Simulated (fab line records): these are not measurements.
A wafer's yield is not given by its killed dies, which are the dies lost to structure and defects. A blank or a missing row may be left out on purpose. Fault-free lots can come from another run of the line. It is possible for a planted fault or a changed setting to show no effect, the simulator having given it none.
Struck lot and sound lot, side by side	flow n5 finfet	32 out of 1938 route steps
Sound: these wafers, L767.1, L767.4, L767.5. Struck: wafer L777.6 (L777.4, L777.5, from the same lot, were not struck and are left out); the cause is given at the end.
Order at every step that has rows: each side's tool, ch and its chambers, its first start. Under that, the readings that differ: sound wafers	struck wafers	difference of the means	sigmas: that difference in standard deviations of wafers without a fault.
alike: words and numbers the same on both sides, and readings whose means are apart by under 2 such deviations; not compared: readings that were withheld, readings missing a value for some wafer, numbers with overlapping values and no deviation given by the record, and bounds like >300 which may hide the same value.
The two part at a step that has a row with sigmas, a row that says differs or no value, or rows on one side only. Non-overlapping numbers with no deviation appear without sigmas and do not part them. A reading that every wafer of one side lacks parts them only if that side has two wafers or more.

first, 9 steps without rows for these wafers: N5_PASSIVATION_EBR_26; N5_PASSIVATION_SOFTBAKE_25 (time 90 s); N5_PASSIVATION_EXPOSE_27 (exposes mask PAD, defocus 0 nm); N5_PASSIVATION_PEB_28; N5_PASSIVATION_DEVELOP_29 (develop time 60 s); N5_PASSIVATION_HARDBAKE_31 (time 120 s); N5_PASSIVATION_DESCUM_32 (chemistry O2, time 7.9 s); N5_PASSIVATION_AL_ETCH_33 (etches Al in Cl2/BCl3, stops on TaN, target depth 2800 nm, time 466.7 s); N5_PASSIVATION_ETCH_59 (etches TaN in Cl2/BCl3, target depth 65 nm, time 34.9 s).
N5_PASSIVATION_STRIP_34: strips in O2.
  sound on rie diel-03 ch 0,1,3, day 14 08:32; struck on rie diel-03 ch 2, day 17 00:17
  alike: drypump motor current A, oes product au, rf vpp V, showerhead plenum p Torr, throttle valve pct
  not compared: rf hours counter h
then, 21 steps without rows for these wafers: N5_PASSIVATION_STRIP_51 (strips in post etch residue remover, time 1200 s); N5_PASSIVATION_CLEAN_69 (cleans in IPA, time 180 s); N5_PASSIVATION_SRD_70 (time 30 s); N5_PASSIVATION_PECVD_53 (deposits SiO2 from TEOS/O2, target thk 800 nm, time 169.4 s); N5_PASSIVATION_PECVD_35 (deposits SiNx from SiH4/NH3/N2, target thk 700 nm, time 151.3 s); N5_PASSIVATION_HMDS_37 (time 60 s); N5_PASSIVATION_COAT_38; N5_PASSIVATION_EBR_40; N5_PASSIVATION_SOFTBAKE_39 (time 120 s); N5_PASSIVATION_EXPOSE_41 (exposes mask PASS OPEN, defocus 0 nm, target cd 40000 nm); N5_PASSIVATION_PEB_42; N5_PASSIVATION_DEVELOP_43 (develop time 60 s); N5_PASSIVATION_HARDBAKE_45 (time 120 s); N5_PASSIVATION_DESCUM_46 (chemistry O2, time 7.9 s); N5_PASSIVATION_PASS_ETCH_47 (etches SiNx in CF4/O2, target depth 770 nm, time 385 s); N5_PASSIVATION_ETCH_54 (etches SiO2 in CHF3/O2, target depth 880 nm, time 440 s); N5_PASSIVATION_STRIP_48 (strips in O2); N5_PASSIVATION_STRIP_52 (strips in post etch residue remover, time 1200 s); N5_PASSIVATION_CLEAN_71 (cleans in IPA, time 180 s); N5_PASSIVATION_SRD_72 (time 30 s); N5_PASSIVATION_ANNEAL_56 (time 1800 s).
N5_PASSIVATION_PROBE_49:
  record: rows for the struck wafers here (prober-01, day 17 05:38), none for the sound ones

== WHERE THEY PART ==
N5_PASSIVATION_PROBE_49 only, going by this record.

WHY: the cause the simulator had injected
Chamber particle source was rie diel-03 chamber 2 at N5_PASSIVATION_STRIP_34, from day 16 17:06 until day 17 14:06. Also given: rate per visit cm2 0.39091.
